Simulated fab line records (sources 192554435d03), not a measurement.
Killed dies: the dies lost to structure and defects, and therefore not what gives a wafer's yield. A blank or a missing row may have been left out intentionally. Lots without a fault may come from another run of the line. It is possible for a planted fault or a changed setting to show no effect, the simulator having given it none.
Code-filled problem report in 8D (eight disciplines) form | flow n5Finfet | the parts of the form that need people (team, actions taken, sign-off) are left out

1. THE ISSUE
rfFwdPowerW at N5_DUMMY_GATE_ETCH_31 reads a mean of 425.9 W on 2 wafers of 2 lots; wafers without a fault read 341.6 W with a standard deviation of 1.2. That puts it +70 standard deviations away from the usual mean.
The step: etches SiO2 in C4F6/O2, target depth 82.5 nm, time 27.5 s.
First seen on wafer L241.3, day 6 15:12, on rieDiel-01. At this step, 16 wafers from 6 lots have a number in the record. By rule, "out" or "out of limits" means more than 4 standard deviations away from the usual mean. The other wafers with a number count as sound.

2. WHAT IT IS; WHAT IT IS NOT
question                    | is                  | is not
which readings at this step | rfFwdPowerW, rfVppV | drypumpMotorCurrentA, oesProductAu, showerheadPlenumPTorr, throttleValvePct
which lots                  | L241, L242          | L232, L234, L240, L248
which wafers of those lots  | L241.3, L242.2      | L242.4, L242.6
read on which tools         | rieDiel-01          | rieDiel-03, rieDiel-04
when                        | from day 6 15:12    | up to then (9 sound wafers); but 5 sound wafers of L242, L248 came after

3. THE SUSPECTS, EACH WITH WHAT RULES IT OUT
Counting: any tool at a process step up to the reading remains a suspect provided it ran every lot that is out. Sound lots after the first of them don't rule it out here, since some wafers of a struck lot are sound.
- rieDiel-01 at N5_DUMMY_GATE_STRIP_40 (strips in CF4): kept. Every lot that is out went through it, the first being L241 (day 6 15:06); the last sound lot it ran before that was L234 (day 5 01:57).
- rieDiel-01 at N5_DUMMY_GATE_ETCH_31 (etches SiO2 in C4F6/O2, target depth 82.5 nm, time 27.5 s): kept. Every lot that is out went through it, the first being L241 (day 6 15:12); the last sound lot it ran before that was L234 (day 5 02:09). Its own readings are out on those wafers: rfFwdPowerW, rfVppV.
- Within rieDiel-01 at N5_DUMMY_GATE_ETCH_31: the wafers that are out ran in chamber 2; their sound lot-mates ran in chambers 0, 1.
The count leaves rieDiel-01 at N5_DUMMY_GATE_ETCH_31 and rieDiel-01 at N5_DUMMY_GATE_STRIP_40.

4. THE CAUSE (what the simulator had put in)
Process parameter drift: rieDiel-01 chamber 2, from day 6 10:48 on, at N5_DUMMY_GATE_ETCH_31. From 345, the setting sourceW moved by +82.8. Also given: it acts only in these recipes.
Counting left 2 suspects, and this tool is among them.

5. SEQUENCE OF EFFECTS, ordered by route
Rows list readings where the struck wafers' mean (over those with a number) sits beyond 3 standard deviations from the usual. Scope: only readings with a usual standard deviation given in the record; hours: median across lots of the time from each lot's start at the first step in this table that gives one to its start at this step; sigmas: change in usual standard deviations.
hours | step                  | reading      | usual     | on struck wafers | change | sigmas
0     | N5_DUMMY_GATE_ETCH_31 | oes_f_703_au | 0.76 a.u. | 1.01             | +0.25  | +3.7
0     | N5_DUMMY_GATE_ETCH_31 | rfFwdPowerW  | 341.6 W   | 425.9            | +84.3  | +70
0     | N5_DUMMY_GATE_ETCH_31 | rfVppV       | 670 V     | 584              | -86    | -7.9
It contains these process steps:
- N5_DUMMY_GATE_ETCH_31: etches SiO2 in C4F6/O2, target depth 82.5 nm, time 27.5 s.

6. WHAT WOULD HAVE CAUGHT IT SOONER
First out-of-limits reading in this record: day 6 15:12, which is 4 hours after fault onset at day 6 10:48.
